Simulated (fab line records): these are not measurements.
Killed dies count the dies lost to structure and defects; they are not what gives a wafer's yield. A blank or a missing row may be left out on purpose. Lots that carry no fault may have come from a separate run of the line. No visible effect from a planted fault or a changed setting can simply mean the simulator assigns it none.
The same fault as seen by 3 desks ; flow n5_finfet ; what lay behind the numbers comes last; until then each desk has only its own

## AT THE TOOL OWNER'S DESK: euv_scanner-01
The tool's own readings at N5_BEOL_M3_EXPOSE_08 (exposes mask M3): means of the sampled wafers that have a number, for each lot that ran on this tool. A lot is out of limits, marked OUT, if its mean lies more than 4 standard deviations from the usual mean; the brackets give that distance.
Columns: A = exposure_dose_mJ_cm2 at N5_BEOL_M3_EXPOSE_08, usual 32.93
lot;first seen here;A
L874;day 7 03:05;32.95
L873;day 7 11:25;32.89
L875;day 7 19:46;35.12 (+59) OUT
L877;day 8 14:29;34.67 (+47) OUT
This desk's finding: out of limits on L875, L877; first on L875, day 7 19:46 (exposure_dose_mJ_cm2 at N5_BEOL_M3_EXPOSE_08). Within limits: L874, L873.

## THE DEFECT DESK
Counts from the inspections along the route, per lot, as means over the sampled wafers that have a number. A lot is out of limits, marked OUT, if its mean lies more than 4 standard deviations from the usual mean; the brackets give that distance.
Columns: A = raw_defect_count at N5_BEOL_M2_INSPECT_59, usual 78
lot;first seen here;A
L872;day 6 20:39;67
L874;day 7 02:30;107
L873;day 7 08:13;46
L875;day 7 16:43;97
L876;day 8 13:22;91
L877;day 8 13:36;54
L888;day 11 13:41;106
L890;day 11 15:20;81
L895;day 13 05:58;79
Result from this desk: across the 9 lots, nothing is out of limits.

## METROLOGY DESK
Lot by lot, what the gauges showed, no matter which tool ran the lot: averages of those sampled wafers that carry a number. A lot is out of limits, marked OUT, if its mean lies more than 4 standard deviations from the usual mean; the brackets give that distance. Of its 12 readings 7 are shown: the one that was out of limits first, and those that lie furthest out on some lot.
Columns: A = cd_nm at N5_BEOL_M3_CD_MEAS_11, usual 17.02 nm; B = cd_nm at N5_BEOL_M3_CD_MEAS_18, usual 17.96 nm; C = IOFF_P at N5_BEOL_M4_RC_MEAS_101, usual 0.210 nA/um; D = ION_N at N5_BEOL_M4_RC_MEAS_101, usual 677 uA/um; E = ION_P at N5_BEOL_M4_RC_MEAS_101, usual 465 uA/um; F = VT_N at N5_BEOL_M4_RC_MEAS_101, usual 249.9 mV; G = VT_P at N5_BEOL_M4_RC_MEAS_101, usual -250 mV
lot;first seen here;A;B;C;D;E;F;G
L872;day 6 21:16;16.90;17.96;0.206;677;464;250.5;-251
L874;day 7 03:13;17.09;18.21;0.230;684;473;247.1;-247
L873;day 7 11:31;17.02;17.72;0.189;677;465;252.6;-251
L875;day 7 19:52;18.42 (+5.8) OUT;19.24 (+4.4) OUT;-;-;-;-;-
L876;day 8 14:26;16.82;17.78;0.227;672;465;249.2;-248
L877;day 8 14:36;18.22 (+5.0) OUT;19.23 (+4.4) OUT;-;-;-;-;-
L888;day 11 14:52;17.03;18.06;0.177;669;452;253.3;-255
L890;day 11 17:11;16.91;18.01;0.210;675;464;251.1;-249
L895;day 13 07:17;17.02;17.89;0.182;668;456;250.8;-252
This desk's finding: out of limits on L875, L877; first on L875, day 7 19:52 (cd_nm at N5_BEOL_M3_CD_MEAS_11). Within limits: L872, L874, L873, L876, L888, L890, L895.

## ALL TOGETHER
An alarm could have come from the tool owner's desk at day 7 19:46, on L875, L877.
At day 7 19:52 the metrology desk could have sounded an alarm, on L875, L877.
Nothing the defect desk looked at was out of limits.
The defect desk has L875, L877 on record, within its limits.
N5_BEOL_M3_EXPOSE_08 was run on euv_scanner-01 by each of the lots named.

## WHAT THE SIMULATOR HAD PUT IN
Process parameter drift: euv_scanner-01, from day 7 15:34 on, at N5_BEOL_M3_EXPOSE_08. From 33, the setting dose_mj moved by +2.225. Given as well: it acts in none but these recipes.
Lots struck among those shown: L875, L877.
Fault start to first reading out of limits, in hours, per desk: tool owner, 4; metrology, 4.
